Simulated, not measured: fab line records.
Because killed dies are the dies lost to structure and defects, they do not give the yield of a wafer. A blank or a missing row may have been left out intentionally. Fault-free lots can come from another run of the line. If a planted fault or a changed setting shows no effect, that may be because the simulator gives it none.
fab line records	flow n5_finfet
[record] lots = 7	wafers = 19	last_day = 17
route steps=1938 shown BEOL_M14@1730 BEOL_M15@1830
lots with no fault: from the same line, run without faults
start_h: hours from the record's opening day to when the first of the lot's shown wafers began	wait_h: hours elapsed since this lot's preceding step	" unchanged from the row above	L1.1+2: several wafers, shown together as one row	- no value, or no start was given	* or withheld: withheld	< > ~ a bound
route shown NAME@n: a module of which the file shows steps, and the number in the route of the first	usual: the fault-free wafers' mean and standard deviation	same: alike in all rows	chamber/n: place in a boat	sites: the reading at each site	_std_site: their standard deviation	_edge_site: the outer-site mean with the inner-site mean subtracted	radius_mm: for every site, how far away it sits from the centre of the wafer	mask NAME#n: copy n	behind: the most recent tool/chamber to have shaped the wafer	hold: the reason the lot was held/the length of the hold in hours/how it ended	device: whichever transistor did not switch (one of n, p or np)	end of line: at the end of the route, the tests of the same wafers	a step with no rows: only its recipe	killed: dies that structure and defects cost at the first sort, which is not the same as the wafer's yield	map: a wafer's dies, marking killed ones x, the rest . and places with no die _
set.NAME: the setting the step ran with; set.NAME@STEP: the setting that earlier step ran with	model.NAME: the simulator's own value behind a step, which no gauge read
one table for each step of the route and one row for each wafer, over a sample of lots
services: a tool's chamber out of use, with start hour (start_h, from the record's first day; less than 0 if before it), hours out, and reason
[[steps]]
[step N5_BEOL_M14_ETCH_59]
[recipe] chemistry = N2/H2	target = BARC	target_depth_a = 890	overetch_a = 267	time_s = 67.9	ion_energy_ev = 200	pressure_mtorr = 30	source_w = 840	bias_w = 150	n2_flow_sccm = 200	h2_flow_sccm = 200
[usual] drypump_motor_current_A = 5.7/0.36	oes_product_au = 0.69/0.071	rf_vpp_V = 524.5/2.6	showerhead_plenum_p_Torr = 2.56/0.086	throttle_valve_pct = 17.90/0.28
lot.wafer	tool	chamber	start_h	wait_h	drypump_motor_current_A	oes_product_au	rf_hours_counter_h	rf_vpp_V	showerhead_plenum_p_Torr	throttle_valve_pct
L554.1	rie_diel-03	3	277.67	0.0	5.1	0.58	252	518.7	2.39	18.09
L554.4	"	2	"	"	5.7	0.65	-	525.7	2.65	18.00
L554.5	"	1	"	"	5.8	0.72	-	529.4	2.68	17.52
L553.1	rie_diel-03	1	288.21	0.0	5.8	0.71	72	527.2	2.67	17.51
L553.5	"	2	"	"	5.7	0.66	-	527.5	2.65	17.99
L553.6	"	0	"	"	6.0	0.85	-	525.5	2.60	17.90
L557.5	rie_diel-03	0	320.33	0.0	6.0	0.80	-	525.7	2.60	17.90
L563.3	rie_diel-06	2	333.62	0.0	6.9	0.60	236	525.1	2.50	18.26
L563.5	"	1	"	"	5.8	0.66	-	520.9	2.44	18.25
L563.6	"	0	"	"	5.8	0.62	-	523.8	2.53	18.01
L564.1	rie_diel-06	3	347.16	0.0	5.4	0.67	146	523.8	2.54	17.81
L564.2	"	1	"	"	5.8	0.65	137	521.8	2.44	18.24
L564.3	"	0	"	"	5.8	0.60	197	522.8	2.53	18.01
L566.1	rie_diel-06	0	353.55	0.0	5.8	0.61	200	526.2	2.53	18.01
L566.4	"	2	"	"	6.8	0.60	241	521.9	2.49	18.30
L566.5	"	3	"	"	5.4	0.67	-	524.2	2.54	17.81
L568.1	rie_diel-06	3	377.24	0.0	5.4	0.66	157	522.7	2.54	17.83
L568.4	"	1	"	"	5.7	0.65	146	519.8	2.43	18.26
L568.5	"	1	"	"	5.8	0.65	-	519.3	2.43	18.27
[step N5_BEOL_M14_OVL_MEAS_29]
[recipe] points_per_wafer = 44
[usual] M14_OVL = 3/6.1
lot.wafer	tool	chamber	start_h	wait_h	M14_OVL[nm]
L554.1	overlay-02	0	278.42	0.0	-3
L554.4	"	0	"	"	-12
L554.5	"	0	"	"	-11
L553.1	overlay-01	0	288.96	0.0	0
L553.5	"	0	"	"	3
L553.6	"	0	"	"	-3
L557.5	overlay-02	0	321.19	0.0	3
L563.3	overlay-02	0	334.50	0.0	10
L563.5	"	0	"	"	7
L563.6	"	0	"	"	7
L564.1	overlay-02	0	347.95	0.0	4
L564.2	"	0	"	"	8
L564.3	"	0	"	"	7
L566.1	overlay-02	0	354.44	0.0	1
L566.4	"	0	"	"	-1
L566.5	"	0	"	"	8
L568.1	overlay-02	0	378.00	0.0	19
L568.4	"	0	"	"	5
L568.5	"	0	"	"	9
[step N5_BEOL_M14_ETCH_67]
[recipe] chemistry = CF4	target = SiARC	target_depth_a = 1430	time_s = 238.3	ion_energy_ev = 80	pressure_mtorr = 40	source_w = 545	bias_w = 36	Ar_flow_sccm = 100	cf4_flow_sccm = 100	ends = cleared
[usual] cf4_flow_sccm = 100.0/0.3	drypump_motor_current_A = 5.8/0.4	etch_rf_on_time_s = 237/3.1	oes_product_au = 0.68/0.065	rf_vpp_V = 184.0/1.2	showerhead_plenum_p_Torr = 2.14/0.063	throttle_valve_pct = 15.66/0.3
lot.wafer	tool	chamber	start_h	wait_h	cf4_flow_sccm	drypump_motor_current_A	etch_rf_on_time_s	oes_product_au	rf_hours_counter_h	rf_vpp_V	showerhead_plenum_p_Torr	throttle_valve_pct
L554.1	rie_diel-01	3	278.52	0.0	99.9	6.1	236	0.73	39	183.6	2.09	15.20
L554.4	"	1	"	"	100.0	5.5	236	0.67	142	183.7	2.15	15.31
L554.5	"	2	"	"	100.3	5.9	240	0.59	-	184.8	2.21	15.87
L553.1	rie_diel-01	2	289.61	0.0	100.0	5.9	239	0.60	225	184.4	2.21	15.89
L553.5	"	0	"	"	99.6	5.4	239	0.71	-	183.7	2.09	15.92
L553.6	"	3	"	"	100.4	6.1	237	0.73	-	184.1	2.09	15.21
L557.5	rie_diel-01	0	321.55	0.1	99.9	5.4	237	0.70	-	183.7	2.09	15.91
L563.3	rie_diel-03	1	334.60	0.0	100.3	5.8	240	0.70	89	185.0	2.25	15.41
L563.5	"	0	"	"	99.8	6.0	231	0.81	-	184.6	2.19	15.56
L563.6	"	3	"	"	99.5	5.1	234	0.81	-	186.3	2.28	15.41
L564.1	rie_diel-03	3	348.05	0.0	100.1	5.0	237	0.79	18	186.7	2.27	15.44
L564.2	"	2	"	"	100.5	5.6	241	0.64	165	184.0	2.22	15.85
L564.3	"	0	"	"	99.9	6.0	236	0.79	25	184.0	2.19	15.59
L566.1	rie_diel-06	2	354.74	0.0	99.8	6.8	244	0.59	242	185.1	2.12	16.21
L566.4	"	3	"	"	100.3	5.4	237	0.67	149	184.7	2.14	15.54
L566.5	"	1	"	"	100.0	5.8	235	0.66	-	183.1	2.06	15.94
L568.1	rie_diel-06	1	378.09	0.0	100.3	5.8	235	0.66	147	182.3	2.06	15.94
L568.4	"	2	"	"	99.8	6.8	243	0.59	250	183.9	2.11	16.21
L568.5	"	3	"	"	100.2	5.4	237	0.66	-	184.3	2.14	15.56
[step N5_BEOL_M14_TRENCH_ETCH_34]
[recipe] chemistry = C4F8/O2/Ar	target = SiO2	target_depth_a = 5566.5	mask_material = SOC	he_inner_torr = 15	he_outer_torr = 30	time_s = 126.9	ion_energy_ev = 800	pressure_mtorr = 20	source_w = 1905	bias_w = 2040	Ar_flow_sccm = 400	C4F8_flow_sccm = 16	O2_flow_sccm = 12
[usual] C4F8_flow_sccm = 16.00/0.043	drypump_motor_current_A = 5.8/0.4	oes_product_au = 0.79/0.076	rf_vpp_V = 2226/13	showerhead_plenum_p_Torr = 3.43/0.099	throttle_valve_pct = 31.0/0.36
lot.wafer	tool	chamber	start_h	wait_h	C4F8_flow_sccm	drypump_motor_current_A	oes_product_au	rf_hours_counter_h	rf_vpp_V	showerhead_plenum_p_Torr	throttle_valve_pct
L554.1	rie_diel-01	3	278.94	0.0	15.97	6.1	0.85	40	2218	3.35	30.4
L554.4	"	1	"	"	15.98	5.5	0.78	142	2218	3.44	30.6
L554.5	"	2	"	"	15.97	5.9	0.70	-	2247	3.54	31.2
L553.1	rie_diel-01	2	290.03	0.0	16.03	5.8	0.70	225	2247	3.53	31.2
L553.5	"	0	"	"	15.98	5.5	0.83	-	2229	3.36	31.4
L553.6	"	3	"	"	15.99	6.1	0.85	-	2219	3.35	30.4
L557.5	rie_diel-01	0	321.95	0.1	16.06	5.5	0.81	-	2228	3.35	31.4
L563.3	rie_diel-03	1	335.02	0.0	15.95	5.8	0.82	89	2218	3.61	30.7
L563.5	"	0	"	"	15.94	6.0	0.93	-	2236	3.51	31.1
L563.6	"	3	"	"	16.04	5.1	0.95	-	2244	3.66	30.9
L564.1	rie_diel-03	3	348.47	0.0	16.02	5.1	0.93	19	2243	3.65	30.9
L564.2	"	2	"	"	16.00	5.6	0.75	166	2241	3.56	31.0
L564.3	"	0	"	"	16.06	6.0	0.93	26	2235	3.51	31.1
L566.1	rie_diel-06	2	355.16	0.0	16.09	6.9	0.69	242	2236	3.40	31.4
L566.4	"	3	"	"	15.91	5.4	0.78	149	2236	3.45	30.9
L566.5	"	1	"	"	16.06	5.8	0.77	-	2204	3.31	31.3
L568.1	rie_diel-06	1	378.51	0.0	16.05	5.8	0.77	147	2204	3.31	31.3
L568.4	"	2	"	"	16.01	6.9	0.69	250	2236	3.40	31.5
L568.5	"	3	"	"	16.05	5.5	0.77	-	2235	3.44	30.9
[step N5_BEOL_M14_OCD_MEAS_35]
[usual] trench_depth_nm = 556/7.7
lot.wafer	tool	chamber	start_h	wait_h	trench_depth_nm
L554.1	ocd-01	-	279.09	0.0	563
L554.4	"	-	"	"	567
L554.5	"	-	"	"	550
L553.1	ocd-01	-	290.19	0.0	551
L553.5	"	-	"	"	552
L553.6	"	-	"	"	565
L557.5	ocd-02	-	322.06	0.0	780
L563.3	ocd-01	-	335.17	0.0	545
L563.5	"	-	"	"	569
L563.6	"	-	"	"	554
L564.1	ocd-01	-	348.62	0.0	562
L564.2	"	-	"	"	558
L564.3	"	-	"	"	568
L566.1	ocd-02	-	355.32	0.0	541
L566.4	"	-	"	"	559
L566.5	"	-	"	"	561
L568.1	ocd-01	-	378.67	0.0	564
L568.4	"	-	"	"	547
L568.5	"	-	"	"	562
[step N5_BEOL_M14_THK_MEAS_50]
[recipe] thk_meas_gauge = xrf	reads = Cu_of_BEOL_M14_ECD_47
[usual] M14_THK = 571/8.9
lot.wafer	tool	chamber	start_h	wait_h	M14_THK[nm]
L554.1	film_metro-02	-	281.33	-	575
L554.4	"	-	"	"	578
L554.5	"	-	"	"	559
L553.1	film_metro-02	-	292.57	-	564
L553.5	"	-	"	"	561
L553.6	"	-	"	"	572
L557.5	film_metro-01	-	323.89	-	810
L563.3	film_metro-02	-	337.25	-	558
L563.5	"	-	"	"	582
L563.6	"	-	"	"	568
L564.1	film_metro-01	-	353.35	-	572
L564.2	"	-	"	"	570
L564.3	"	-	"	"	583
L566.1	film_metro-01	-	356.82	-	552
L566.4	"	-	"	"	572
L566.5	"	-	"	"	568
L568.1	film_metro-01	-	381.01	0.3	578
L568.4	"	-	"	"	564
L568.5	"	-	"	"	579
[step N5_BEOL_M14_RS_MEAS_54]
[recipe] thk_meas_gauge = four-point-probe	reads = Cu_of_BEOL_M14_ECD_47+Ta_of_BEOL_M14_SPUTTER_44+TaN_of_BEOL_M14_SPUTTER_43
[usual] M14_RS = 0.0332/0.00048
lot.wafer	tool	chamber	start_h	wait_h	M14_RS[ohm/sq]
L554.1	film_metro-01	-	281.48	0.1	0.0327
L554.4	"	-	"	"	0.0325
L554.5	"	-	"	"	0.0337
L553.1	film_metro-02	-	292.70	0.0	0.0335
L553.5	"	-	"	"	0.0334
L553.6	"	-	"	"	0.0327
L557.5	film_metro-02	-	324.02	0.0	0.0235
L563.3	film_metro-02	-	337.38	0.1	0.0340
L563.5	"	-	"	"	0.0324
L563.6	"	-	"	"	0.0333
L564.1	film_metro-01	-	353.47	0.0	0.0328
L564.2	"	-	"	"	0.0330
L564.3	"	-	"	"	0.0324
L566.1	film_metro-01	-	356.95	0.0	0.0342
L566.4	"	-	"	"	0.0329
L566.5	"	-	"	"	0.0328
L568.1	film_metro-01	-	381.14	0.0	0.0327
L568.4	"	-	"	"	0.0337
L568.5	"	-	"	"	0.0327
[step N5_BEOL_M15_RC_MEAS_101]
[usual] COMB_M10 = 1.5e-11/3.3e-12	COMB_M11 = 1.5e-11/3.1e-12	COMB_M12 = 6.3e-12/1.5e-12	COMB_M13 = 4.6e-12/1.1e-12	COMB_M15 = 2.4e-12/8.5e-13	COMB_M5 = 3.6e-11/6.3e-12	COMB_M6 = 2.5e-11/5.3e-12	COMB_M7 = 2.6e-11/4.8e-12	COMB_M8 = 2.5e-11/5.5e-12	SERP_M10 = 3.06/0.06	SERP_M11 = 3.06/0.072	SERP_M12 = 0.639/0.013	SERP_M13 = 0.310/0.0053	SERP_M14 = 0.1604/0.0028	SERP_M14_max_site = 0.1621/0.0028	SERP_M5 = 38.8/1.5	SERP_M6 = 13.6/0.43	SERP_M7 = 13.8/0.5	SERP_M8 = 14.0/0.42
lot.wafer	tool	chamber	start_h	wait_h	COMB_M10[S/m]	COMB_M11[S/m]	COMB_M12[S/m]	COMB_M13[S/m]	COMB_M15[S/m]	COMB_M5[S/m]	COMB_M6[S/m]	COMB_M7[S/m]	COMB_M8[S/m]	SERP_M10[ohm/um]	SERP_M11[ohm/um]	SERP_M12[ohm/um]	SERP_M13[ohm/um]	SERP_M14[ohm/um]	SERP_M14_max_site[ohm/um]	SERP_M5[ohm/um]	SERP_M6[ohm/um]	SERP_M7[ohm/um]	SERP_M8[ohm/um]
L554.1	prober-02	0	287.27	0.0	1e-11	1.7e-11	4.6e-12	3.4e-12	1.9e-12	4.3e-11	3.7e-11	2.8e-11	3.9e-11	3.08	3.13	0.637	0.307	0.1567	0.1593	37.8	13.3	14.1	13.3
L554.4	"	0	"	"	1.1e-11	1.3e-11	4.8e-12	5e-12	1.8e-12	3.8e-11	3.3e-11	2.5e-11	3e-11	2.99	3.12	0.649	0.317	0.1571	0.1583	37.6	13.7	14.1	14.1
L554.5	"	0	"	"	1.3e-11	1.3e-11	4.9e-12	3.8e-12	1.7e-12	4.2e-11	2.7e-11	3e-11	2.5e-11	3.01	3.23	0.624	0.312	0.1615	0.1635	36.7	13.6	14.8	13.5
L553.1	prober-01	0	297.73	0.0	1.5e-11	1.4e-11	6.4e-12	4.9e-12	2.7e-12	2.9e-11	2.6e-11	3.8e-11	1.9e-11	2.96	3.10	0.652	0.299	0.1629	0.1647	44.9	13.4	14.2	14.4
L553.5	"	0	"	"	1.6e-11	1.2e-11	7.7e-12	5.4e-12	3.6e-12	3.3e-11	1.6e-11	1.9e-11	2.4e-11	3.02	3.12	0.637	0.311	0.1594	0.1609	40.3	13.6	14.0	13.6
L553.6	"	0	"	"	1.6e-11	1.6e-11	5.2e-12	4e-12	3.6e-12	3.5e-11	3.4e-11	2.9e-11	2.1e-11	2.92	3.08	0.627	0.308	0.1559	0.1574	41.6	13.7	14.4	14.4
L557.5	prober-02	0	333.21	1.1	1.3e-11	1.1e-11	4.3e-12	3.4e-12	2e-12	3.6e-11	2.4e-11	2.3e-11	3.5e-11	3.13	3.15	0.641	0.310	0.1133	0.1143	39.5	14.6	14.0	13.9
L563.3	prober-02	0	345.24	0.3	1.2e-11	1.2e-11	5.1e-12	4.5e-12	1e-12	3.2e-11	2.3e-11	2.8e-11	3.1e-11	3.05	3.12	0.635	0.303	0.1652	0.1667	37.8	13.5	13.8	14.7
L563.5	"	0	"	"	1e-11	1.4e-11	5.6e-12	4.6e-12	1.2e-12	2.6e-11	1.9e-11	2.2e-11	3.4e-11	3.14	3.06	0.651	0.313	0.1579	0.1588	38.3	13.6	13.7	14.0
L563.6	"	0	"	"	1.1e-11	1.2e-11	3.9e-12	4e-12	1.6e-12	3.4e-11	2.1e-11	3.2e-11	2.8e-11	3.06	3.14	0.644	0.315	0.1598	0.1629	38.7	13.5	13.5	14.2
L564.1	prober-02	0	360.34	0.0	1.7e-11	1.5e-11	5.2e-12	3.3e-12	2.2e-12	4.2e-11	2.7e-11	3.3e-11	2.1e-11	3.05	2.90	0.636	0.311	0.1585	0.1609	39.9	14.0	14.0	14.3
L564.2	"	0	"	"	1e-11	1e-11	5.8e-12	4.9e-12	2.3e-12	3.3e-11	1.8e-11	2.6e-11	2e-11	3.02	2.92	0.655	0.302	0.1587	0.1603	40.3	13.9	13.5	14.3
L564.3	"	0	"	"	1.2e-11	1.3e-11	5.6e-12	6.2e-12	3e-12	2.8e-11	3e-11	2.7e-11	2e-11	3.03	3.14	0.654	0.310	0.1565	0.1574	39.6	13.4	13.4	13.5
L566.1	prober-01	0	367.25	0.0	1.3e-11	1.3e-11	6.3e-12	4.5e-12	4.1e-12	3.6e-11	2.6e-11	2.6e-11	1.8e-11	3.10	2.98	0.634	0.299	0.1643	0.1658	37.3	12.6	13.1	14.2
L566.4	"	0	"	"	1.1e-11	1.5e-11	8.4e-12	4.2e-12	3.9e-12	4.5e-11	1.9e-11	2.5e-11	2.3e-11	3.08	3.20	0.645	0.310	0.1576	0.1596	40.7	13.1	13.3	14.4
L566.5	"	0	"	"	1.3e-11	1.4e-11	6.6e-12	7.2e-12	4e-12	3.8e-11	1.8e-11	3.1e-11	1.7e-11	3.13	3.02	0.649	0.314	0.1579	0.1601	40.0	13.4	13.9	14.2
L568.1	prober-01	0	387.49	0.0	1.9e-11	2.2e-11	5.7e-12	6e-12	3.3e-12	2.7e-11	3.5e-11	2.9e-11	3.5e-11	3.10	3.11	0.640	0.314	0.1578	0.1590	37.6	13.5	13.3	13.2
L568.4	"	0	"	"	1.2e-11	1.1e-11	7.8e-12	6.1e-12	2.9e-12	2.9e-11	2.4e-11	2.3e-11	3.5e-11	3.20	3.07	0.643	0.305	0.1644	0.1669	38.6	13.8	13.3	14.0
L568.5	"	0	"	"	1.9e-11	1.9e-11	7.5e-12	5e-12	2.3e-12	3.2e-11	2.4e-11	2.6e-11	1.9e-11	3.15	3.02	0.629	0.312	0.1571	0.1594	37.9	13.4	14.1	13.9
// sites SERP_M14 radius_mm=0,75,75,75,75,140,140,140,140
L554.1 0.1567 0.1589 0.1593 0.1567 0.1592 0.1544 0.1558 0.1563 0.1559
L553.1 0.1620 0.1635 0.1642 0.1625 0.1627 0.1628 0.1636 0.1647 0.1629
L557.5 0.1117 0.1130 0.1128 0.1136 0.1143 0.1136 0.1133 0.1129 0.1135
L563.3 0.1626 0.1652 0.1655 0.1652 0.1653 0.1667 0.1642 0.1638 0.1648
L564.1 0.1585 0.1578 0.1609 0.1580 0.1584 0.1588 0.1606 0.1598 0.1583
L566.1 0.1624 0.1643 0.1643 0.1631 0.1655 0.1658 0.1654 0.1636 0.1647
L568.1 0.1578 0.1579 0.1568 0.1574 0.1580 0.1588 0.1590 0.1572 0.1558
[[services]]
tool	chamber	start_h	hours	kind
rie_diel-03	0	259.40	-	clean
rie_diel-03	0	259.40	-	consumable_replace:focus_ring
rie_diel-03	0	259.40	20.5	scheduled_down
rie_diel-03	0	259.40	20.5	vent_cycle
rie_diel-03	-	267.25	1.6	repair
rie_diel-03	3	279.88	-	clean
rie_diel-03	3	279.88	-	consumable_replace:focus_ring
rie_diel-03	3	279.88	-	consumable_replace:showerhead
rie_diel-03	3	279.88	20.9	scheduled_down
rie_diel-03	3	279.88	20.9	vent_cycle
rie_diel-03	2	330.71	4.4	repair
rie_diel-01	2	357.51	-	clean
rie_diel-01	2	357.51	-	consumable_replace:focus_ring
rie_diel-01	2	357.51	16.1	scheduled_down
rie_diel-01	2	357.51	16.1	vent_cycle
rie_diel-06	-	370.27	2.8	pm
[[key]]
[first_sign] step = N5_BEOL_M14_OCD_MEAS_35	reading = trench_depth_nm	direction = up	sigmas = 29	usual = 556	struck = 780
[effect] step = N5_BEOL_M14_THK_MEAS_50	reading = M14_THK	direction = up	sigmas = 27	usual = 571	struck = 810
[effect] step = N5_BEOL_M14_RS_MEAS_54	reading = M14_RS	direction = down	sigmas = 20	usual = 0.0332	struck = 0.0235
[effect] step = N5_BEOL_M15_RC_MEAS_101	reading = SERP_M14	direction = down	sigmas = 17	usual = 0.1604	struck = 0.1133
met_at N5_BEOL_M14_TRENCH_ETCH_34
struck_lots L557
struck_wafers L557.5
not_acting_at N5_BEOL_M14_ETCH_59,N5_BEOL_M14_OVL_MEAS_29,N5_BEOL_M14_ETCH_67
onset_between 290.03 321.95
[earlier_fault] kind = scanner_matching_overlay	tool = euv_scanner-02	chamber = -	onset_h = 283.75	steps = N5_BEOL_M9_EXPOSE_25	offset = 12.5
[fault] kind = process_parameter_drift	tool = rie_diel-01	chamber = 0	onset_h = 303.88	steps = N5_BEOL_M14_TRENCH_ETCH_34	channel = time_s	offset = *	shape = step	acts_in = *	stated = *
